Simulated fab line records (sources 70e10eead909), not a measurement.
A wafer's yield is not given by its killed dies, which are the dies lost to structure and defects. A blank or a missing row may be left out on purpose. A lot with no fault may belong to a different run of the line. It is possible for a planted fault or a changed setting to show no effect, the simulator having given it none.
A lot that was struck, set against a sound lot + flow nand harc + 40 out of 1302 route steps
Sound: the wafers L557.2, L557.3, L557.4. Struck: wafer L569.1. (L569.3 of the same lot was not struck and is left out.) The cause comes at the end.
For every step that has rows: the tool of each side, followed by ch and its chambers, followed by its first start. Under that, the readings that differ: sound wafers + struck wafers + difference of the means + sigmas: that difference in standard deviations of wafers without a fault.
alike: readings with means less than 2 such deviations apart, plus words and numbers identical on both sides. not compared: withheld readings, readings lacking a value on some wafer, bounds such as >300 that could conceal the same value, and numbers that have no deviation in the record and whose values overlap.
A row with sigmas, a row that says differs or no value, or rows on one side alone: a step with any of these is where the two part. Numbers that have no deviation but don't overlap get no sigmas and don't part them. A reading missing from all wafers of one side parts the sides only when that side holds two or more wafers.

first, 1 step without rows for these wafers: NHARC_THIN_TSV_ETCH_44 (etches the open film in CF4/O2, target depth 1594.2 nm, time 797.1 s).
NHARC_THIN_TSV_ETCH_15: target depth 3000 nm, bosch target overetch cycles 2, bosch etch step 2.8 s.
  sound on rie si-05 ch 0,1,3, day 24 08:52; struck on rie si-04 ch 3, day 29 23:26
| reading                | sound          | struck | difference | sigmas |
|------------------------|----------------|--------|------------|--------|
| rf hours counter h (h) | 0.41 0.41 0.38 | 1.14   | +0.74      |        |
  alike: drypump motor current A
NHARC_THIN_TSV_CD_MEAS_16:
  struck on cd sem-01, day 29 23:34; sound on cd sem-03, day 24 09:01
  alike: cd nm
then, 5 steps without rows for these wafers: NHARC_THIN_TSV_STRIP_45 (strips in O2); NHARC_THIN_TSV_STRIP_46 (strips in post etch residue remover, time 1200 s); NHARC_THIN_TSV_DEP_47 (deposits SiO2, target thk 200 nm); NHARC_THIN_TSV_ETCHBACK_48 (etches the open film in C4F8/Ar, target depth 1028.5 nm, time 405.17 s); NHARC_THIN_TSV_STRIP_62 (strips in N2/H2, time 20 s).
NHARC_THIN_TSV_DEGAS_49: time 120 s.
  struck on pvd sputter-02, day 30 01:50; sound on pvd sputter-01, day 24 10:50
  alike: heater power w
then, 3 steps without rows for these wafers: NHARC_THIN_TSV_PRE_CLEAN_50 (time 30 s); NHARC_THIN_TSV_PVD_19 (deposits TaN, target thk 20 nm); NHARC_THIN_TSV_PVD_51 (deposits Cu, target thk 100 nm).
NHARC_THIN_TSV_ECD_20: material Cu, target thk 2000 nm.
  sound on ecd cu-02 ch 0,1, day 24 11:24; struck on ecd cu-02 ch 0,1, day 30 02:17
then, 3 steps without rows for these wafers: NHARC_THIN_TSV_ANNEAL_52 (time 90 s); NHARC_THIN_TSV_CMP_21 (polishes, t overpolish 30 s, target thk 2000 nm); NHARC_THIN_TSV_SRD_23.
NHARC_THIN_TSV_DEGAS_53: time 60 s.
  struck on pvd sputter-02, day 30 03:49; sound on pvd sputter-01, day 24 12:50
  alike: heater power w
then, 11 steps without rows for these wafers: NHARC_THIN_TSV_PRE_CLEAN_54 (time 30 s); NHARC_THIN_TSV_PVD_55 (deposits TiN, target thk 50 nm); NHARC_THIN_TSV_PVD_24 (deposits Al, target thk 800 nm); NHARC_THIN_TSV_DEHYDRATE_25 (time 120 s); NHARC_THIN_TSV_HMDS_26 (time 30 s); NHARC_THIN_TSV_COAT_27; NHARC_THIN_TSV_SOFTBAKE_28 (time 95 s); NHARC_THIN_TSV_EBR_29; NHARC_THIN_TSV_EXPOSE_30 (exposes mask PAD); NHARC_THIN_TSV_PEB_31 (peb time 85 s); NHARC_THIN_TSV_DEVELOP_32 (time 70 s).
NHARC_THIN_TSV_CD_MEAS_33 targets a cd of 5000 nm.
  sound on cd sem-02 ch 0, day 24 14:01; struck on cd sem-01 ch 0, day 30 04:58
  alike: cd nm
then, 2 steps without rows for these wafers: NHARC_THIN_TSV_HARDBAKE_34 (time 80 s); NHARC_THIN_TSV_DESCUM_35 (chemistry O2, time 3 s).
NHARC_THIN_TSV_ETCH_59: etches the open film in Cl2/BCl3, target depth 880 nm, time 138.1 s.
  sound on rie metal-02 ch 0,1, day 24 14:20; struck on rie metal-01 ch 1, day 30 05:15
  alike: bcl3 flow sccm, drypump motor current A, oes product au, rf fwd power W, throttle valve pct
  not compared: rf hours counter h
NHARC_THIN_TSV_ETCH_36: etches the open film in Cl2/BCl3, target depth 65 nm, time 18.571 s.
  sound on rie metal-02 ch 0,1, day 24 14:36; struck on rie metal-01 ch 1, day 30 05:31
  alike: drypump motor current A, oes product au
  not compared: rf hours counter h
then, 2 steps without rows for these wafers: NHARC_THIN_TSV_STRIP_56 (strips in O2); NHARC_THIN_TSV_STRIP_57 (strips in post etch residue remover, time 1200 s).
NHARC_THIN_TSV_CD_MEAS_37:
  struck on cd sem-01, day 30 06:24; sound on cd sem-03, day 24 15:29
  alike: cd nm
then, 1 step without rows for these wafers: NHARC_THIN_TSV_ANNEAL_58 (time 1800 s).
NHARC_THIN_TSV_INSPECT_40:
  struck on defect inspect-02, day 30 10:56; sound on defect inspect-01, day 24 22:17
  alike: raw defect count
NHARC_END_WLT_00:
  rows exist in the record for the sound wafers here (prober-02, day 24 22:50), none for the struck ones
NHARC_END_SORT_01:
  at this point the record logs the struck wafers (prober-02 ch 0, day 30 19:57) and has no rows for the sound ones

== WHERE THEY PART ==
First at NHARC_END_WLT_00; last, within this record, at NHARC_END_SORT_01.

WHY: whatever the simulator had introduced
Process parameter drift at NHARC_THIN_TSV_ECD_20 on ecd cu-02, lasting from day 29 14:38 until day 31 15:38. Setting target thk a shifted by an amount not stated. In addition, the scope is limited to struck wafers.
